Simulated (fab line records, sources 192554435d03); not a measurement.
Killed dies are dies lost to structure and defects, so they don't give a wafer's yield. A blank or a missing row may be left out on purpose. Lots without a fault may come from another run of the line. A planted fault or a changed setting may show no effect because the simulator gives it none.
fab line records | flow n5_finfet
record lots=4 wafers=12 last_day=14
route steps=1938 shown SDB@349 DUMMY_REMOVAL@377 HKMG_FIN@385 BEOL_M4@1111 PASSIVATION@1936
lots that met no fault: from a run of the same line without faults
start_h: hours from the record's first day to the start of the lot's first wafer shown | wait_h: hours since the lot's step before | " the same as in the row above | L1.1+2: a row that stands for several wafers | - no value, or no start given | * or withheld: withheld | < > ~ a bound
route shown NAME@n: a module of which the file shows steps, and the number in the route of the first | usual: mean/standard deviation of fault-free wafers | same: alike in all rows | chamber/n: place in a boat | sites: the reading at each site | _std_site: their standard deviation | _edge_site: outer sites' mean less inner sites' | radius_mm: how far each site lies from the wafer's centre | mask NAME#n: copy n | behind: the tool/chamber that last shaped the wafer | hold: why the lot was held/for how many hours/how that ended | device: the transistor (n, p or np) that didn't switch | end of line: the same wafers' tests at the end of the route | a step without rows: its recipe alone | killed: dies lost to structure and defects at the first sort, not the wafer's yield | map: a wafer's dies, x killed, . not, _ none there
set.NAME: the setting as run; set.NAME@STEP: as run at that earlier step | model.NAME: the simulator's own value behind a step, which no gauge read
lots at some steps of the route; a table a step, a row a wafer
services: from which hour (start_h, from the record's first day; less than 0 if before it) a tool's chamber was out of use, for how many hours, and why
## steps
# step N5_SDB_COAT_04
# recipe resist=SiARC temp_c=220 time_s=60 spin_rpm=1500 resist_thk_nm=18
# step N5_SDB_COAT_05
# recipe resist=CAR-ArF spin_rpm=1500 resist_thk_nm=90
# step N5_SDB_EBR_07
# recipe solvent=PGMEA ebr_width_mm=1.5
# step N5_SDB_SOFTBAKE_06
# recipe temp_c=110 time_s=60 resist=CAR-ArF
# step N5_SDB_EXPOSE_08
# recipe mask_id=SDB na=1.35 source_shape=conventional sigma_outer=0.5 polarization=unpolarized dose_mj=49.6
# step N5_SDB_PEB_09
# recipe peb_temp_c=withheld peb_time_s=60 resist=CAR-ArF
# step N5_SDB_DEVELOP_10
# recipe develop_time_s=30 developer=TMAH resist=CAR-ArF rinse_liquid=diw dry=air_spin dev_temp_c=23
# step N5_SDB_DESCUM_16
# recipe chemistry=O2 time_s=7.9 source_power_w=50 bias_power_w=20 pressure_mtorr=20 rf_frequency_hz=2.712e+07 temp_c=40 resist=CAR-ArF o2_flow_sccm=225
# step N5_SDB_ETCH_17
# recipe chemistry=CF4 target=SiARC target_depth_a=234 mask_material=CAR-ArF time_s=39 ion_energy_ev=80 pressure_mtorr=40 source_w=545 bias_w=36 Ar_flow_sccm=100 cf4_flow_sccm=100 ends=cleared
# step N5_SDB_ETCH_18
# recipe chemistry=N2/H2 target=SOC target_depth_a=1000 overetch_a=200 mask_material=SiARC temp_c=40 time_s=150 ion_energy_ev=200 pressure_mtorr=30 source_w=840 bias_w=150 n2_flow_sccm=200 h2_flow_sccm=200
# usual drypump_motor_current_A=6.0/0.47 oes_product_au=0.69/0.063 rf_vpp_V=524.4/2.4 showerhead_plenum_p_Torr=2.56/0.079 temp_c=40.00/0.11 throttle_valve_pct=17.74/0.2
# columns lot.wafer tool chamber start_h wait_h drypump_motor_current_A oes_product_au rf_hours_counter_h rf_vpp_V showerhead_plenum_p_Torr temp_c throttle_valve_pct model.etch.depth_nm model.SiARC_of_SDB_COAT_04.thk_nm
L425.1 rie_diel-04 0 89.17 0.0 6.7 0.65 191 520.4 2.42 39.89 17.60 100.1 12.8
L425.2 " 1 " " 5.7 0.72 92 525.4 2.57 39.95 18.06 99.83 12.8
L425.6 " 1 " " 5.7 0.73 - 525.1 2.57 39.97 18.05 100.1 12.6
L431.1 rie_diel-04 1 128.44 0.0 5.7 0.68 110 523.2 2.56 39.91 18.08 90.95 14
L431.4 " 2 " " 5.7 0.62 230 525.4 2.62 40.04 17.63 99.85 12.8
L431.5 " 3 " " 5.7 0.66 - 526.9 2.64 39.87 17.53 99.64 12.8
L432.2 rie_diel-05 0 133.28 0.0 5.6 0.75 69 521.2 2.46 39.82 17.50 99.69 12.8
L432.3 " 3 " " 5.5 0.71 108 527.5 2.67 40.09 17.78 99.76 12.8
L432.6 " 1 " " 6.3 0.62 - 526.2 2.61 39.83 17.82 99.89 12.8
L434.1 rie_diel-04 3 146.90 0.0 5.6 0.62 181 526.7 2.63 39.96 17.54 88.67 14.2
L434.2 " 2 " " 5.7 0.58 238 526.6 2.61 40.14 17.65 88.82 14.2
L434.5 " 2 " " 5.8 0.61 - 525.2 2.61 40.16 17.66 99.66 12.8
# step N5_SDB_STRIP_19
# recipe chemistry=N2/H2 temp_c=40 n2_flow_sccm=200 h2_flow_sccm=200 rf_frequency_hz=6e+07
# step N5_SDB_STRIP_21
# recipe chemistry=CF4 resist=SiARC power_w=300 bias_power_w=75 pressure_mtorr=50 cf4_flow_sccm=150 rf_frequency_hz=6e+07
# step N5_SDB_HM_OPEN_20
# recipe chemistry=CH3F/O2 target=SiNx mask_material=SOC target_depth_a=240 stop_on=poly-Si over_etch_frac=0.4 ion_energy_ev=120 pressure_mtorr=30 source_w=395 bias_w=73 Ar_flow_sccm=150 CH3F_flow_sccm=30 O2_flow_sccm=20
# step N5_SDB_STRIP_22
# recipe chemistry=N2/H2 power_w=1000 temp_c=250 h2_frac=0.65 overash_fraction=0.3 pressure_mtorr=withheld n2_flow_sccm=1750 h2_flow_sccm=3250
# step N5_SDB_PRECLEAN_23
# recipe chemistry=dHF time_s=30 temp_c=25 dilution=withheld
# step N5_SDB_DUMMY_REMOVE_24
# recipe chemistry=TMAH temp_c=70 target=poly-Si stop_on=SiO2 target_depth_nm=142 conc_wt_pct=5 time_s=57 dry=ipa_marangoni rinse_time_s=30 rinse_temp_c=23
# step N5_SDB_ETCH_25
# recipe chemistry=C4F6/O2 target=SiO2 target_depth_a=100 time_s=3.3 ion_energy_ev=250 mask_material=SiNx pressure_mtorr=30 source_w=345 bias_w=185 Ar_flow_sccm=300 C4F6_flow_sccm=10 O2_flow_sccm=10
# step N5_SDB_CUT_ETCH_26
# recipe chemistry=HBr/Cl2/O2 target=Si target_depth_a=1296 bt_time_s=20 mask_material=SiNx time_s=51.8 ion_energy_ev=* bias_w=* pressure_mtorr=10 icp_w=800 HBr_flow_sccm=150 Cl2_flow_sccm=80 O2_flow_sccm=12
# step N5_SDB_PRECLEAN_38
# recipe chemistry=dHF time_s=10 dilution=750:1 temp_c=25
# step N5_SDB_PRECLEAN_39
# recipe chemistry=O3/DIW time_s=45 temp_c=22 o3_ppm=10
# step N5_SDB_SRD_28
# recipe dry=ipa_marangoni time_s=30 temp_c=23 rinse_liquid=diw
# step N5_SDB_ALD_29
# recipe material=SiNx target_thk_a=300 temp_c=400 ald_precursor_family=SiH2I2 ald_co_reactant=N2/H2-plasma pulse_time_s=1 ald_cycles=600 purge_time_s=2 co_reactant_purge_time_s=2 pressure_torr=2
# step N5_SDB_CMP_30
# recipe stop_on=poly-Si t_overpolish_s=1.54 post_cmp_clean=alkaline_brush down_force_psi=4.1491 platen_rpm=51.796 pad_velocity_m_s=1.0306 target_thk_nm=30
# step N5_DUMMY_REMOVAL_HM_STRIP_01
# recipe chemistry=CH3F/O2 material=SiNx target_depth_a=40 stop_on=poly-Si time_s=6.8 over_etch_frac=0.3 ion_energy_ev=60 power_w=410 bias_w=29 Ar_flow_sccm=150 CH3F_flow_sccm=30 O2_flow_sccm=20
# step N5_DUMMY_REMOVAL_STRIP_10
# recipe chemistry=N2/H2 time_s=40 power_w=100 temp_c=40 pressure_mtorr=100 rf_frequency_hz=6e+07 bias_power_w=3 n2_flow_sccm=300 h2_flow_sccm=300
# step N5_DUMMY_REMOVAL_PRECLEAN_07
# recipe chemistry=dHF time_s=30 temp_c=25 dilution=withheld
# step N5_DUMMY_REMOVAL_DUMMY_REMOVE_02
# recipe chemistry=TMAH temp_c=70 target=poly-Si stop_on=SiO2 target_depth_nm=142 conc_wt_pct=5 time_s=57 dry=ipa_marangoni rinse_time_s=30 rinse_temp_c=23
# step N5_DUMMY_REMOVAL_PRECLEAN_08
# recipe chemistry=NF3:NH3 afs_cycles=2 temp_c=30 time_s=20 sublimation_temp_c=180 sublimation_time_s=60 pressure_torr=3 rf_power_w=30
# step N5_DUMMY_REMOVAL_PRECLEAN_04
# recipe chemistry=DHF time_s=37 temp_c=25 dilution=500:1
# step N5_DUMMY_REMOVAL_SRD_05
# recipe dry=ipa_marangoni do_ppb=5 time_s=30 temp_c=23 rinse_liquid=diw
# step N5_HKMG_FIN_IL_REGROW_00
# recipe material=SiO2 target_thk_a=7.5 chemistry=O3 temp_c=withheld time_s=30
# step N5_HKMG_FIN_HK_ALD_01
# recipe material=HfO2 target_thk_a=16 temp_c=withheld ald_precursor_family=HfCl4 ald_co_reactant=H2O pulse_time_s=3 purge_time_s=3 co_reactant_purge_time_s=2.5 co_reactant_pulse_time_s=0.3 ald_cycles=30
# step N5_HKMG_FIN_HK_ANNEAL_02
# recipe temp_c=700 time_s=30 ambient=N2 idle_temp_c=600 ramp_up_c_per_s=150 ramp_down_c_per_s=60 cool_to_c=600
# step N5_HKMG_FIN_ALD_74
# recipe material=La2O3 target_thk_a=5 temp_c=250 ald_precursor_family=La-Cp ald_co_reactant=O3 pulse_time_s=6 co_reactant_pulse_time_s=1 purge_time_s=3 co_reactant_purge_time_s=3
# step N5_HKMG_FIN_ALD_75
# recipe material=Al2O3 target_thk_a=10 temp_c=150 ald_precursor_family=TMA ald_co_reactant=H2O pulse_time_s=withheld co_reactant_pulse_time_s=1
# step N5_HKMG_FIN_COAT_41
# recipe resist=SOC temp_c=250 time_s=60 spin_rpm=1500 resist_thk_nm=300
# step N5_BEOL_M4_RC_MEAS_101
# usual DIBL_N=36.3/1.2 DIBL_P=36.1/1.6 IOFF_N=0.161/0.023 IOFF_P=0.209/0.027 ION_N=676/8.9 ION_P=462/5.3 SS_N=71.5/0.51 SS_P=73.2/0.5 VT_N=249.1/2.5 VT_P=-249.9/2.8
# columns lot.wafer tool chamber start_h wait_h DIBL_N[mV/V] DIBL_P[mV/V] IOFF_N[nA/um] IOFF_P[nA/um] ION_N[uA/um] ION_P[uA/um] SS_N[mV/dec] SS_P[mV/dec] VT_N[mV] VT_P[mV]
L425.1 prober-02 0 185.10 0.0 36.4 35.7 0.148 0.185 678 458 70.9 73.4 247.4 -254.7
L425.2 " 0 " " 34.8 33.5 0.115 0.155 662 454 70.6 72.1 253.5 -255.5
L425.6 " 0 " " 35.2 34.1 0.125 0.163 663 454 70.7 72.9 253.1 -254.3
L431.4 prober-01 0 226.77 0.5 37.3 36.4 0.169 0.203 677 458 71.8 72.7 249.1 -247.1
L431.5 " 0 " " 35.5 35.3 0.141 0.185 663 454 70.9 72.8 251.1 -250.0
L432.2 prober-02 0 228.30 0.2 35.5 37.0 0.155 0.201 675 460 71.5 73.6 248.6 -251.1
L432.3 " 0 " " 36.1 37.0 0.159 0.206 684 462 72.2 73.3 250.3 -252.1
L432.6 " 0 " " 36.9 38.6 0.180 0.229 692 465 71.6 73.5 247.1 -248.3
L434.5 prober-02 0 242.02 0.6 37.2 36.1 0.157 0.204 668 459 72.2 73.9 253.0 -250.1
# step N5_PASSIVATION_PROBE_49
# usual defect_limited_yield=91.3/1.5 killed_at_M0_to_M3=35/10 killed_at_M4_up=13/5.3 killed_at_contacts=12/5.7 killed_at_front_end=39/11 killed_at_other=3.3/2.7 killed_dies=102/18 killed_on_rim=13/4 killed_open=67/13 killed_short=34/7.8 sort_bin_5_function=5.1/1 sort_bin_6_memory=3.3/0.68 sort_n_pass=1078/18 sort_yield_pct=91.3/1.5
# same gross_dies=1180 killed_at_back_side=0 sort_bin_4_leakage[%]=0 sort_bin_8_speed[%]=0
# columns lot.wafer tool chamber start_h wait_h defect_limited_yield[%] killed_at_M0_to_M3 killed_at_M4_up killed_at_contacts killed_at_front_end killed_at_other killed_dies killed_on_rim killed_open killed_short sort_bin_5_function[%] sort_bin_6_memory[%] sort_n_pass sort_yield_pct[%]
L431.1 prober-02 - 334.00 0.0 3.7 54 11 9 1054 8 1136 152 75 35 92.7 3.3 44 3.7
L431.4 prober-02 - 334.15 0.2 92.0 32 13 18 31 0 94 8 70 23 5.1 2.7 1086 92.0
L431.5 prober-02 - 334.20 0.2 90.8 42 17 11 34 4 108 12 72 36 4.6 4.4 1072 90.8
L434.1 prober-02 - 341.64 0.7 0.8 38 15 22 1094 1 1170 152 76 30 95.8 3.1 10 0.8
L434.2 prober-02 - 341.69 0.7 1.1 28 22 16 1100 1 1167 141 69 40 95.3 3.1 13 1.1
# killed by level:class
L431.1 SDB:area_etch=1024 BEOL_M0_SAQP:geometric_particle:open=14 BEOL_M0_SAQP:geometric_particle:short=13 STI_FIN_REVEAL:geometric_particle:open=10 MOL_CONTACT_COAG:geometric_particle:open=8 BEOL_M0:geometric_particle:open=7 FIN_SAQP:geometric_particle:open=6 BEOL_M2:geometric_particle:open=5
L431.4 MOL_CONTACT_COAG:geometric_particle:open=14 STI_FIN_REVEAL:geometric_particle:open=11 BEOL_M4:geometric_particle:open=8 BEOL_M0_SAQP:geometric_particle:short=8 BEOL_M2:geometric_particle:open=7 DUMMY_GATE:geometric_particle:open=5 BEOL_M3:geometric_particle:open=5 MOL_CONTACT_COAG:geometric_particle:short=4
L431.5 BEOL_M0_SAQP:geometric_particle:open=14 MOL_CONTACT_COAG:geometric_particle:open=9 BEOL_M0_SAQP:geometric_particle:short=8 BEOL_M0:geometric_particle:open=8 STARTING-WAFER:geometric_particle:open=7 FIN_SAQP:geometric_particle:short=6 STI_FIN_REVEAL:geometric_particle:open=6 GATE_CUT:geometric_particle:short=4
L434.1 SDB:area_etch=1062 MOL_CONTACT_COAG:geometric_particle:open=17 BEOL_M2:geometric_particle:open=11 STI_FIN_REVEAL:geometric_particle:open=10 FIN_SAQP:geometric_particle:open=6 BEOL_M4:geometric_particle:open=6 BEOL_M0_SAQP:geometric_particle:short=5 MOL_CONTACT_COAG:geometric_particle:short=5
L434.2 SDB:area_etch=1057 BEOL_M4:geometric_particle:open=17 MOL_CONTACT_COAG:geometric_particle:open=12 FIN_SAQP:geometric_particle:short=11 BEOL_M1:geometric_particle:open=8 STI_FIN_REVEAL:geometric_particle:open=6 STARTING-WAFER:geometric_particle:short=6 FIN_SAQP:geometric_particle:open=5
# map L431.1 (x killed, . not)
_________________xxxxxxxxxxxx________________
______________xxxxxxxxxxxxxxxxxx_____________
___________xxxxxxxxxxxxxxxxxxxxxxxx__________
__________xxxxxxxxxxxxx.xxxxxxxxxxxx_________
________xxxxxxxxxxxxxxxxxxxxxxxxxxxxxx_______
_______xxxxxxxxxxxxxxxxxxxxxxxxxxxxxxxx______
______xxxxxxxxxxxxxxxxxxxxxxxxxxxxxxxxxx_____
_____xxxxxxxxxxxxxxxxxxxxxxxxxxxxxxxxxxxx____
____xxxxxxxxxxxxxxxxxxxxxxxxxxxxxxxxxxxxxx___
___xxxxxxxxxxxxxxxxxxxxxxxxxxxxxxxxxxxxxxxx__
___xxxxxxxxxxxxxxxxxxxxxxxxxxxxxxxxxxxxxxxx__
__xxxxxxxxxxxxxxxxxxxxxxx.xxxxxxxxxxxxxxxxxx_
__xxxxxxxxx.xxxxxxxxx.xxx.xxxxxxxxxxxxxxxxxx_
_xxxxxxxxxxxxxxxxxxxxxxxx.xxxxxxx...xx.xxxxxx
_xxxxxxxxxxxxxxx..xxxx..xxxxxxxxxxxxx.xxxxxxx
_xxxxxxxxxxxxxxxxxx.xxxxxxxxxxxxx.....x.xx.xx
_xxxxxxxxxxxxxxxxxxxx.xxx.xxxxxxxx.x.xx.xxxxx
_xxxxxxxxxxxxxxxxxxxxxxxxxxxxxxxxxx.xx.xxxxxx
_xxxxxxxxxxxxxxxxxxxxx.xxxxxxxxxxxxxx.xxxxxxx
_xxxxxxxxxxxxxxxxxxxxx.xx.xxxxxxxxxxxxx.xxxxx
_xxxxxxxxxxxxxxxxxxxxxxxxxxxxxxxxxxxxxxxxxxxx
__xxxxxxxxxxxxxxxxxxxx..xxxxxxxxxxxxxxxxxxxx_
__xxxxxxxxxxxxxxxxx.x.x.x.xxxxxxxxxxxxxxxxxx_
___xxxxxxxxxxxxxxxxxxxxxxxxxxxxxxxxxxxxxxxx__
___xxxxxxxxxxxxxxxxxxxxxxxxxxx.x.xxxxxxxxxx__
____xxxxxxxxxxxxxxxxxxxxxxxxxxxxxx.xxxxxxx___
_____xxxxxxxxxxxxxxxxxxxxxxxxxxxxxxxxxxxx____
______xxxxxxxxxxxxxxxxxxxxxxxxxxxxxxxxxx_____
_______xxxxxxxxxxxxxxxxxxxxxxxxxxxxxxxx______
________xxxxxxxxxxxxxxxxxxxxxxxxxxxxxx_______
__________xxxxxxxxxxxxxxxxxxxxxxxxxx_________
___________xxxxxxxxxxxxxxxxxxxxxxxx__________
______________xxxxxxxxxxxxxxxxxx_____________
_________________xxxxxxxxxxxx________________
# map L434.1 (x killed, . not)
_________________xxxxxxxxxxxx________________
______________xxxxxxxxxxxxxxxxxx_____________
___________xxxxxxxxxxxxxxxxxxxxxxxx__________
__________xxxxxxxxxxxxxxxxxxxxxxxxxx_________
________xxxxxxxxxxxxxxxxxxxxxxxxxxxxxx_______
_______xxxxxxxxxxxxxxxxxxxxxxxxxxxxxxxx______
______xxxxxxxxxxxxxxxxxxxxxxxxxxxxxxxxxx_____
_____xxxxxxxxxxxxxxxxxxxxxxxxxxxxxxxxxxxx____
____xxxxxxxxxxxxxxxxxxxxxxxxxxxxxxxxxxxxxx___
___xxxxxxxxxxxxxxxxxxxxxxxxxxxxxxxxxxxxxxxx__
___xxxxxxxxxxxxxxxxxxxxxxxxxxxxxxxxxxxxxxxx__
__xxxxxxxxxxxxxxxxxxxxxxxxxxxxxxxxxxxxxxxxxx_
__xxxxxxxxxxxxxxxxxxxxxxxxxxxxxxxxxxxxxxxxxx_
_xxxxxxxxxxxxxxxxxxxxxxxxxx.xxxxxxxxxxxxxxxxx
_xxxxxxxxxxxxxxxxxxxxxxx.xx.xxxxxxxxxxxxxxxxx
_xxxxxxxxxxxxxxxxxxxxxxxxxxxx.xxxxxxxxxxxxxxx
_xxxxxxxxxxxxxxxxxxxxxxxxxx..xxxxxxxxxxxxxxxx
_xxxxxxxxxxxxxxxxxxxxxxxxx.xxxxxxxxxxxxxxxxxx
_xxxxxxxxxxxxxxxxxxxxxxxxx.xxx.xxxxxxxxxxxxxx
_xxxxxxxxxxxxxxxxxxxxxxxxxxxxxxxxxxxxxxxxxxxx
_xxxxxxxxxxxxxxxxxxxxxxxxxxxxxxxxxxxxxxxxxxxx
__xxxxxxxxxxxxxxxxxxxxxxxxxxxxxxxxxxxxxxxxxx_
__xxxxxxxxxxxxxxxxxxxxxxxxxxxxxxxxxx.xxxxxxx_
___xxxxxxxxxxxxxxxxxxxxxxxxxxxxxxxxxxxxxxxx__
___xxxxxxxxxxxxxxxxxxxxxxxxxxxxxxxxxxxxxxxx__
____xxxxxxxxxxxxxxxxxxxxxxxxxxxxxxxxxxxxxx___
_____xxxxxxxxxxxxxxxxxxxxxxxxxxxxxxxxxxxx____
______xxxxxxxxxxxxxxxxxxxxxxxxxxxxxxxxxx_____
_______xxxxxxxxxxxxxxxxxxxxxxxxxxxxxxxx______
________xxxxxxxxxxxxxxxxxxxxxxxxxxxxxx_______
__________xxxxxxxxxxxxxxxxxxxxxxxxxx_________
___________xxxxxxxxxxxxxxxxxxxxxxxx__________
______________xxxxxxxxxxxxxxxxxx_____________
_________________xxxxxxxxxxxx________________
## services
# columns tool chamber start_h hours kind
rie_diel-04 - 101.30 0.5 repair
rie_diel-05 2 119.71 1.5 repair
## key
first_sign step=N5_PASSIVATION_PROBE_49 reading=killed_at_front_end direction=up sigmas=95 usual=39 struck=1083
effect step=N5_PASSIVATION_PROBE_49 reading=sort_bin_5_function direction=up sigmas=88 usual=5.1 struck=94.6
model_effect step=N5_SDB_ETCH_18 value=etch.depth_nm without=99.8 struck=89.48
more_kills_born_at N5_SDB_ETCH_18@rie_diel-04=3143
met_at N5_SDB_ETCH_18
struck_wafers L431.1,L434.1,L434.2
later_rows_left_out L431.1,L434.1,L434.2
onset_between 89.17 128.44
fault kind=process_parameter_drift tool=rie_diel-04 chamber=- onset_h=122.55 steps=N5_SDB_ETCH_18 channel=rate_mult offset=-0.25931 shape=step end_h=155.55 scope=struck_wafers_only
# later_rows_left_out: the simulator's readings of these wafers behind a module that went badly wrong aren't trusted and aren't shown, but for the sort
